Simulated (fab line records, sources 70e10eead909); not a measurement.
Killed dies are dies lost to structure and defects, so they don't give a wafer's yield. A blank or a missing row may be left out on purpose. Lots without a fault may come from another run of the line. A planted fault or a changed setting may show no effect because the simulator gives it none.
Which tool did it? | flow nand_harc | 24 lots, 72 wafers sampled, at 1 step of a route of 1159

WHAT THE GAUGES READ, wafer by wafer
NHARC_A_WL_FILL_INSPECT_15.
lot  | measured     | on                | raw_defect_count
L074 | day 15 21:29 | defect_inspect-02 | 511 861 465
L075 | day 16 10:43 | defect_inspect-02 | 307 225 247
L077 | day 16 17:29 | defect_inspect-01 | 548 748 362
L076 | day 16 19:19 | defect_inspect-02 | 237 275 319
L079 | day 17 12:00 | defect_inspect-02 | 568 672 957
L078 | day 17 15:28 | defect_inspect-01 | 382 344 354
L080 | day 17 23:33 | defect_inspect-01 | 293 198 299
L081 | day 18 01:31 | defect_inspect-01 | 317 427 515
L082 | day 18 14:56 | defect_inspect-01 | 299 266 374
L084 | day 18 14:56 | defect_inspect-02 | 323 451 323
L083 | day 19 13:09 | defect_inspect-02 | 342 291 305
L085 | day 19 13:10 | defect_inspect-01 | 284 427 509
L086 | day 19 17:26 | defect_inspect-02 | 351 347 364
L087 | day 19 17:27 | defect_inspect-01 | 452 428 463
L092 | day 19 22:27 | defect_inspect-01 | 396 374 427
L090 | day 19 22:31 | defect_inspect-01 | 347 365 413
L089 | day 20 02:37 | defect_inspect-02 | 509 374 538
L088 | day 20 02:46 | defect_inspect-01 | 308 466 264
L091 | day 20 11:15 | defect_inspect-02 | 803 346 908
L093 | day 21 05:31 | defect_inspect-01 | 424 402 374
L094 | day 21 09:47 | defect_inspect-01 | 372 469 319
L095 | day 21 14:01 | defect_inspect-02 | 658 448 422
L097 | day 21 19:27 | defect_inspect-02 | 592 482 547
L096 | day 22 01:10 | defect_inspect-01 | 452 491 596

WHICH TOOL RAN EACH LOT (tool, then ch and the chambers of the sampled wafers, then the start)
The record holds no process step before these readings.

WHAT THE TOOLS THEMSELVES READ (means of the sampled wafers that have a number; where no wafer has one, the mark that the record gives instead)
The record holds no such reading with a usual standard deviation.

THE ANSWER, worked out from the rows above alone
Rule: what is usual is taken from the lots themselves. Put in order of their means at a reading, lots are off if they are a third of the lots or fewer, leave a main group of 4 or more, and stand apart from it by a gap of 3 or more times the standard deviation of the main group's means; of several such gaps the widest counts. A main group whose means are all the same, to the digits that the tables above print for the reading, isn't used. A lot without any number at a reading at which 4 lots or more have one is off too. The other lots that the step has rows for count as sound. The gauges are gone through in route order, then the tools' own readings, and for those a lot's mean is taken as printed above. The first step at which some lot is off is used, and at that step the reading that is off furthest; a lot without a number counts as furthest.
No lot is off at any reading shown: from this, nothing can be told.

WHAT THE SIMULATOR HAD PUT IN
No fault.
